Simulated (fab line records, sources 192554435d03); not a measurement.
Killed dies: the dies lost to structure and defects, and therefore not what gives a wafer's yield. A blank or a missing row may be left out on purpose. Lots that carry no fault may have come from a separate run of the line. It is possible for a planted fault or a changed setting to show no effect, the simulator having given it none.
Matching of chambers | flow n5Finfet | rieDiel-01 running N5_BEOL_M3_ETCHBACK_99: 4 sister chambers
The step etches SiO2 in CHF3, target depth 5 nm, time 10.4 s. 4 wafers are shown with their chamber, then 10 later ones without.

== WAFERS PAIRED WITH THEIR CHAMBERS ==
wafer  | chamber | drypumpMotorCurrentA (A)
L085.6 | 1       | 5.2
L090.5 | 0       | 4.7
L089.1 | 2       | 6.1
L089.4 | 3       | 6.4

== WAFERS WITH NO CHAMBER GIVEN ==
wafer  | drypumpMotorCurrentA (A)
L089.5 | 4.7
L092.1 | 6.1
L092.2 | 4.7
L092.3 | 5.2
L093.3 | 6.1
L093.4 | 6.3
L093.6 | 6.4
L096.2 | 6.4
L096.4 | 4.7
L096.6 | 4.7

== WHICH CHAMBER EACH WENT THROUGH ==
wafer  | from the rows above | in truth
L089.5 | 0                   | 0
L092.1 | 2                   | 2
L092.2 | 0                   | 0
L092.3 | 1                   | 1
L093.3 | 2                   | 2
L093.4 | 3                   | 3
L093.6 | 3                   | 3
L096.2 | 3                   | 3
L096.4 | 0                   | 0
L096.6 | 0                   | 0
Correctly placed: 10 of 10. Not placeable from these rows: 0. Wrongly placed: 0.
How it was worked out, from the rows above alone: a wafer's distance from a chamber is the root of the sum, over the readings, of the square of ((its reading less the chamber's mean) divided by the reading's scatter). The wafer belongs to the nearest chamber; if the next one is less than 2 further off, it can't be placed. Each chamber's mean is taken over the wafers shown for it. The scatter: root of mean squared gap, hidden wafer to nearest shown wafer, with one shown wafer a chamber.
